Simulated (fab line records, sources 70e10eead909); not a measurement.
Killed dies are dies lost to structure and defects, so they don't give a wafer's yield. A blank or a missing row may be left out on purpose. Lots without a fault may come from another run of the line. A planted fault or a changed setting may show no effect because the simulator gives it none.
One fault seen from 3 desks | flow nand_harc | each desk has only its own numbers; what lay behind them comes last

THE DEFECT DESK
What the inspections along the route counted, lot by lot: means of the sampled wafers that have a number. A lot is out of limits, marked OUT, if its mean lies more than 4 standard deviations from the usual mean; the brackets give that distance.
Columns: A = raw_defect_count at NHARC_A_CONTACT_INSPECT_10, usual 82
lot  | first seen here | A
L838 | day 23 04:02    | 22
L840 | day 23 15:30    | 108
L842 | day 25 02:43    | 172
L843 | day 25 07:41    | 80
L847 | day 27 17:53    | 548 (+10) OUT
L849 | day 28 07:34    | 524 (+9.6) OUT
L855 | day 29 11:41    | 155
L854 | day 29 19:48    | 44
L856 | day 30 16:13    | 125
L857 | day 31 05:35    | 43
L858 | day 31 09:28    | 63
L859 | day 31 13:35    | 142
This desk's finding: out of limits on L847, L849; first on L847, day 27 17:53 (raw_defect_count at NHARC_A_CONTACT_INSPECT_10). In limits: L838, L840, L842, L843, L855, L854, L856, L857, L858, L859.

THE TOOL OWNER'S DESK: acl_dep-02
The tool's own readings at NHARC_A_CONTACT_DEP_84 (deposits aC, target thk 2800 nm): means of the sampled wafers that have a number, for each lot that ran on this tool. A lot is out of limits, marked OUT, if its mean lies more than 4 standard deviations from the usual mean; the brackets give that distance.
Columns: A = throttle_valve_pct at NHARC_A_CONTACT_DEP_84, usual 35.000 %
lot  | first seen here | A
L838 | day 23 01:39    | 35.001
L843 | day 25 05:07    | 34.995
L847 | day 27 15:25    | 34.996
L849 | day 28 05:31    | 34.993
L856 | day 30 14:13    | 34.999
L857 | day 31 03:16    | 35.003
L859 | day 31 11:23    | 34.999
This desk's finding: nothing out of limits on any of the 7 lots.

THE METROLOGY DESK
What the gauges read, lot by lot, whatever tool the lot ran on: means of the sampled wafers that have a number. A lot is out of limits, marked OUT, if its mean lies more than 4 standard deviations from the usual mean; the brackets give that distance.
Columns: A = overlay_x_nm at NHARC_A_CONTACT_OVL_MEAS_09, usual -0.1 nm; B = overlay_y_nm at NHARC_A_CONTACT_OVL_MEAS_09, usual -0.1 nm
lot  | first seen here | A    | B
L838 | day 23 04:00    | -1.1 | -0.2
L840 | day 23 15:28    | -1.3 | -0.6
L842 | day 25 02:41    | -0.3 | 0.3
L843 | day 25 07:40    | 0.6  | -0.6
L847 | day 27 17:51    | -0.1 | -0.0
L849 | day 28 07:32    | 1.0  | 1.1
L855 | day 29 11:38    | 0.0  | 0.1
L854 | day 29 19:46    | -0.4 | -0.4
L856 | day 30 16:11    | -0.2 | -0.2
L857 | day 31 05:32    | 0.3  | -0.7
L858 | day 31 09:25    | 0.1  | -0.3
L859 | day 31 13:33    | 0.6  | -1.0
This desk's finding: nothing out of limits on any of the 12 lots.

PUT TOGETHER
The defect desk could have raised an alarm at day 27 17:53, on L847, L849.
The tool owner's desk saw nothing out of limits.
The metrology desk saw nothing out of limits.
The tool owner's desk has L847, L849 on record, within its limits.
The metrology desk has L847, L849 on record, within its limits.
Of the lots named, all ran NHARC_A_CONTACT_DEP_84 on acl_dep-02.

WHAT THE SIMULATOR HAD PUT IN
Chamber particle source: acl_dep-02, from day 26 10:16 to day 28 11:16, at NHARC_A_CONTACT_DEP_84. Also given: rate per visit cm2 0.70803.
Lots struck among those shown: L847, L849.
Hours from the fault's start to each desk's first reading out of limits: the defect desk, 32.
